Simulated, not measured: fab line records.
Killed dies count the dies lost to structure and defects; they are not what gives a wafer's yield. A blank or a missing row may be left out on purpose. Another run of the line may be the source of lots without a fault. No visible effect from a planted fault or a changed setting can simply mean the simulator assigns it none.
Matching of chambers	flow n5 finfet	rie diel-02 running N5_BEOL_M0_ETCH_138: 4 sister chambers
The step etches SiCN in CH3F/O2, target depth 12 nm, time 31.6 s. 16 wafers are shown with their chamber, then 8 later ones without.

WAFERS, EACH WITH ITS CHAMBER
wafer	chamber	drypump motor current A (A)	rf vpp V (V)	showerhead plenum p Torr (Torr)
L076.3	2	5.5	296.8	1.96
L076.4	2	5.5	295.7	1.96
L076.6	1	6.6	295.5	1.97
L078.1	2	5.5	298.2	1.96
L078.4	1	6.7	295.1	1.97
L078.6	3	5.5	294.5	1.89
L083.2	2	5.5	294.7	1.95
L083.4	0	5.6	299.6	2.04
L083.5	2	5.5	295.7	1.95
L085.1	1	6.6	295.8	1.96
L085.4	1	6.6	296.1	1.96
L085.6	2	5.5	295.3	1.95
L087.3	2	5.5	295.7	1.95
L087.5	0	5.6	298.6	2.04
L087.6	3	5.6	300.7	2.14
L095.1	2	5.5	295.6	1.94

SIGNATURES, as means of the wafers listed above
reading	chamber 0	chamber 1	chamber 2	chamber 3	scatter within a chamber
drypump motor current A	5.600	6.625	5.500	5.550	0.0323
rf vpp V	299.100	295.625	295.962	297.600	1.54
showerhead plenum p Torr	2.0400	1.9650	1.9525	2.0150	0.0514
Rule: distance of a wafer from a chamber = root of the sum over the readings of ((wafer's reading minus chamber's mean) / reading's scatter) squared. If the next closest chamber is less than 2 further off than the closest, the wafer can't be placed; otherwise it belongs to the closest. The scatter is the square root of a quotient: the sum, over the shown wafers, of each reading's squared deviation from its chamber's mean, divided by wafers minus chambers.

WAFERS WITH NO CHAMBER GIVEN
wafer	drypump motor current A (A)	rf vpp V (V)	showerhead plenum p Torr (Torr)
L095.2	5.6	299.9	2.13
L095.3	5.7	298.3	2.03
L096.1	5.5	295.5	1.94
L096.3	5.6	297.4	2.03
L096.4	6.6	296.2	1.95
L097.2	5.6	297.7	2.03
L097.4	5.5	297.5	1.94
L097.6	5.6	300.6	2.13

EACH ONE'S CHAMBER
wafer	from the rows above	in truth
L095.2	can't be placed: 0 or 3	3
L095.3	can't be placed: 0 or 3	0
L096.1	2	2
L096.3	can't be placed: 0 or 3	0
L096.4	1	1
L097.2	can't be placed: 0 or 3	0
L097.4	can't be placed: 2 or 3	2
L097.6	can't be placed: 0 or 3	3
Correctly placed: 2 of 8. Can't be placed from these rows: 6 (the true chamber is among the candidates in 6). Number placed wrongly: 0.
